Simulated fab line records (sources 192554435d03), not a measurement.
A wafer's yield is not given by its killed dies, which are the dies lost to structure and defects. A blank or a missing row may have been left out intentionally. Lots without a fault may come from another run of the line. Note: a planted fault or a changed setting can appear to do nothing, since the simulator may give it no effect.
Split-lot study | flow n5 finfet | route with 1938 steps; 7 lots, 21 wafers read

SPLIT DETAILS
At N5_BEOL_M5_COAT_65 (time 60 s, resist thk 60 nm), the setting spin rpm was moved away from the recipe's 1500 rpm on 7 of the 21 wafers read, by +3.5% to +10.9%. The other wafers ran this setting at the recipe's value.

FROM THE SPLIT TO THE READING: what the file shows between them, 7 steps
- N5_BEOL_M5_COAT_66: time 60 s, resist thk 12 nm
- N5_BEOL_M5_COAT_74: time 60 s, resist thk 5 nm
- N5_BEOL_M5_ETCH_75: etches underlayer in N2/H2, target depth 6.5 nm, time 5.2 s
- N5_BEOL_M5_ETCH_67: etches SiARC in CF4, target depth 15.6 nm, time 26 s
- N5_BEOL_M5_ETCH_68: etches SOC in N2/H2, target depth 80 nm, overetch 16 nm, time 120 s
- N5_BEOL_M5_STRIP_69: strips in N2/H2
- N5_BEOL_M5_STRIP_76: strips in N2/H2

THE READING
SOC_of_BEOL_M5_COAT_65.thk nm (the simulator's own value, which no gauge read), in nm, at N5_BEOL_M5_VIA_ETCH_34 (etches SiCOH lowk in C4F6/O2, target depth 88.3 nm, time 39.2 s). The file gives no usual value for it. The 14 wafers here that ran the recipe average 55.9 nm, standard deviation 0.15 nm.

wafer  | tool, chamber at the split | spin rpm as run, rpm | against the recipe | SOC_of_BEOL_M5_COAT_65.thk nm, nm | against lot-mates on the recipe
L074.1 | litho track-03, 0          | 1500                 | recipe             | 55.8                              | -
L074.2 | litho track-03, 0          | 1500                 | recipe             | 56                                | -
L074.4 | litho track-03, 0          | 1500                 | recipe             | 56                                | -
L076.4 | litho track-03, 0          | 1500                 | recipe             | 56                                | -
L076.5 | litho track-03, 0          | 1500                 | recipe             | 56                                | -
L076.6 | litho track-03, 0          | 1500                 | recipe             | 56                                | -
L078.2 | litho track-01, 0          | 1609                 | +7.3%              | 53.4                              | -2.4
L078.4 | litho track-01, 0          | 1609                 | +7.3%              | 53.8                              | -2.0
L078.6 | litho track-01, 0          | 1500                 | recipe             | 55.8                              | -
L084.2 | litho track-01, 0          | 1500                 | recipe             | 55.8                              | -
L084.5 | litho track-01, 0          | 1500                 | recipe             | 55.8                              | -
L084.6 | litho track-01, 0          | 1500                 | recipe             | 55.6                              | -
L087.1 | litho track-01, 0          | 1663                 | +10.9%             | 52.8                              | no lot-mate on the recipe
L087.6 | litho track-01, 0          | 1663                 | +10.9%             | 52.8                              | no lot-mate on the recipe
L087.5 | litho track-01, 0          | 1663                 | +10.9%             | 53.2                              | no lot-mate on the recipe
L090.1 | litho track-05, 0          | 1500                 | recipe             | 55.8                              | -
L090.6 | litho track-05, 0          | 1500                 | recipe             | 55.8                              | -
L090.3 | litho track-05, 0          | 1500                 | recipe             | 56.2                              | -
L095.2 | litho track-03, 0          | 1552                 | +3.5%              | 54.8                              | -1.0
L095.4 | litho track-03, 0          | 1552                 | +3.5%              | 54.6                              | -1.2
L095.6 | litho track-03, 0          | 1500                 | recipe             | 55.8                              | -

THE FIT
A straight line over all 21 wafers: SOC_of_BEOL_M5_COAT_65.thk nm changes by -0.281 nm for each +1% of spin rpm; r = -0.99; the points scatter about the line by 0.2 nm.
The same after taking each lot's own level away (the mean of its wafers on the recipe; 18 wafers): -0.305 nm for each +1%; r = -0.99; scatter 0.13 nm.
According to that fit, moving spin rpm by its largest amount changes the reading by 3.3 nm.
The span of the lots' own levels, 55.73 to 56.00 nm, comes to 1.8 times the standard deviation stated above.
Hence the lot-to-lot level has little effect on the slope; both slopes agree.
Check: -2.09 nm against its lot-mates is what the line predicts for one of the wafers moved furthest among these (+7.3%) when that wafer is left out of the fit. Against them it came out at -2.4 nm.

THE WHOLE CHAIN: every reading that the file lists as answering this split, in the file's order
step                   | what it does                                                        | reading                                                                        | change (the file's fit)               | r (the file's)
N5_BEOL_M5_COAT_65     | time 60 s, resist thk 60 nm                                         | SOC_of_BEOL_M5_COAT_65.thk nm (the simulator's own value, which no gauge read) | -0.289 nm for each +1% of the setting | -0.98
N5_BEOL_M5_ETCH_68     | etches SOC in N2/H2, target depth 80 nm, overetch 16 nm, time 120 s | etch.depth nm (the simulator's own value, which no gauge read)                 | -0.299 nm for each +1% of the setting | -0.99
N5_BEOL_M5_VIA_ETCH_34 | etches SiCOH lowk in C4F6/O2, target depth 88.3 nm, time 39.2 s     | SOC_of_BEOL_M5_COAT_65.thk nm (the simulator's own value, which no gauge read) | -0.305 nm for each +1% of the setting | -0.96

THE FILE'S OWN FIT
SOC_of_BEOL_M5_COAT_65.thk nm changes by -0.305 nm for each +1% of spin rpm, r = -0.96.
